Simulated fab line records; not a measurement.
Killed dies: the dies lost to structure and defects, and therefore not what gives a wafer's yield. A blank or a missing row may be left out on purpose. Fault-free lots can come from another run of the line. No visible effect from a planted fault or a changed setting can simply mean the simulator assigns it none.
Chamber matching ; flow n5 finfet ; rie diel-05 running N5_BEOL_M1_STRIP_19: 4 sister chambers
The step strips in O2. 20 wafers are shown with their chamber, then 10 later ones without.

## EACH WAFER AND ITS CHAMBER
wafer;chamber;showerhead plenum p Torr (Torr);drypump motor current A (A);oes product au (a.u.)
L074.3;0;2.07;5.3;0.73
L074.4;0;2.07;5.3;0.73
L074.5;1;2.14;5.1;0.86
L077.1;1;2.14;5.1;0.87
L077.3;0;2.07;5.3;0.73
L077.6;2;2.09;5.8;0.73
L080.1;0;2.07;5.3;0.74
L080.4;0;2.07;5.3;0.73
L080.5;1;2.14;5.1;0.86
L078.1;0;2.07;5.3;0.73
L078.2;2;2.08;5.9;0.72
L078.3;3;2.23;6.3;0.98
L078.4;1;2.14;5.1;0.85
L078.5;0;2.07;5.3;0.73
L078.6;3;2.23;6.3;0.98
L084.2;3;2.23;6.3;0.95
L084.5;1;2.14;5.1;0.85
L084.6;2;2.08;5.9;0.73
L088.1;1;2.14;5.1;0.84
L088.2;3;2.23;6.3;0.94

SIGNATURES, as means of the wafers listed above
reading;chamber 0;chamber 1;chamber 2;chamber 3;scatter within a chamber
showerhead plenum p Torr;2.0700;2.1400;2.0833;2.2300;0.00204
drypump motor current A;5.300;5.100;5.867;6.300;0.0204
oes product au;0.7314;0.8550;0.7267;0.9625;0.0111
Rule: a wafer's distance from a chamber is the root of the sum, over the readings, of the square of ((its reading less the chamber's mean) divided by the reading's scatter). If the next closest chamber is less than 2 further off than the closest, the wafer can't be placed; otherwise it belongs to the closest. The scatter is the square root of a quotient: the sum, over the shown wafers, of each reading's squared deviation from its chamber's mean, divided by wafers minus chambers.

## WAFERS WITH NO CHAMBER GIVEN
wafer;showerhead plenum p Torr (Torr);drypump motor current A (A);oes product au (a.u.)
L088.3;2.08;5.9;0.72
L091.1;2.22;6.3;0.92
L091.4;2.06;5.3;0.71
L091.5;2.08;5.9;0.73
L092.2;2.08;5.9;0.72
L092.4;2.06;5.3;0.72
L092.6;2.08;5.8;0.72
L096.1;2.08;5.9;0.71
L096.3;2.22;6.3;0.91
L096.5;2.22;6.3;0.91

## WHICH CHAMBER EACH WENT THROUGH
wafer;from the rows above;in truth
L088.3;2;2
L091.1;3;3
L091.4;0;0
L091.5;2;2
L092.2;2;2
L092.4;0;0
L092.6;2;2
L096.1;2;2
L096.3;3;3
L096.5;3;3
10 of 10 placed correctly. Not placeable from these rows: 0. 0 placed wrongly.
